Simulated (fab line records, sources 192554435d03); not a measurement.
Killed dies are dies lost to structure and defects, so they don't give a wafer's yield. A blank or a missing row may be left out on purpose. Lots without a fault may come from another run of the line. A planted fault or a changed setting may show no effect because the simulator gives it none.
Problem report in the 8D (eight disciplines) form, filled by code | flow n5_finfet | the parts of the form that need people (team, actions taken, sign-off) are left out

1. THE PROBLEM
spin_speed_rpm at N5_MOL_CONTACT_COAG_COAT_77 reads a mean of 1534.5 rpm on 9 wafers of 3 lots; wafers without a fault read 1499.9 rpm with a standard deviation of 0.91. That is +38 standard deviations from the usual mean.
The step: time 60 s, resist thk 10 nm.
First seen on wafer L221.2, day 8 07:14, on litho_track-05. The record holds 15 wafers of 5 lots with a number at this step. Rule for "out", or "out of limits": more than 4 standard deviations from the usual mean. The other wafers with a number count as sound.

2. WHAT IT IS AND WHAT IT IS NOT
question                    | is                     | is not
which readings at this step | spin_speed_rpm         | -
which lots                  | L221, L222, L223       | L216, L231
which wafers of those lots  | all that have a number | -
read on which tools         | litho_track-05         | litho_track-01
when                        | from day 8 07:14       | up to then (3 sound wafers); but 3 sound wafers of L231 came after

3. SUSPECTS, AND WHAT RULES EACH OUT
Counting: a tool at a process step up to the reading stays a suspect if it ran every lot that is out and no sound lot after the first of them.
- litho_track-05 at N5_MOL_CONTACT_COAG_COAT_77 (time 60 s, resist thk 10 nm): kept. It ran every lot that is out, first L221 (day 8 07:14), and no sound lot after that; its last sound lot up to then is L216 (day 7 06:35). Its own readings are out on those wafers: spin_speed_rpm.
Left after counting: litho_track-05 at N5_MOL_CONTACT_COAG_COAT_77.

4. THE CAUSE (what the simulator had put in)
Process parameter drift: litho_track-05, from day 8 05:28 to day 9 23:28, at N5_MOL_CONTACT_COAG_COAT_77. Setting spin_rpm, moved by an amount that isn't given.
Counting left only this tool.

5. THE CHAIN OF EFFECTS, in route order
Each row: a reading whose mean over the struck wafers that have a number lies more than 3 standard deviations from the usual. Only readings for which the record gives a usual standard deviation are gone through. hours: the time from each lot's start at the first step in this table that gives one to its start at this step, as a median over the lots. sigmas: the change in usual standard deviations.
hours | step                        | reading          | usual      | on struck wafers | change | sigmas
0     | N5_MOL_CONTACT_COAG_COAT_77 | spin_speed_rpm   | 1499.9 rpm | 1534.5           | +34.6  | +38
225   | N5_PASSIVATION_PROBE_49     | sort_bin_8_speed | 0.03 %     | 0.71             | +0.68  | +3.1
The process steps in it:
- N5_MOL_CONTACT_COAG_COAT_77: time 60 s, resist thk 10 nm.
- N5_PASSIVATION_PROBE_49
Later measuring or inspecting steps at which every struck wafer that the step has a row for has a number for every such reading, and none has moved that far: N5_BEOL_M4_RC_MEAS_101.

6. WHAT WOULD HAVE CAUGHT IT SOONER
In this record the first reading out of limits was taken at day 8 07:14, 2 hours after the fault began at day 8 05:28.
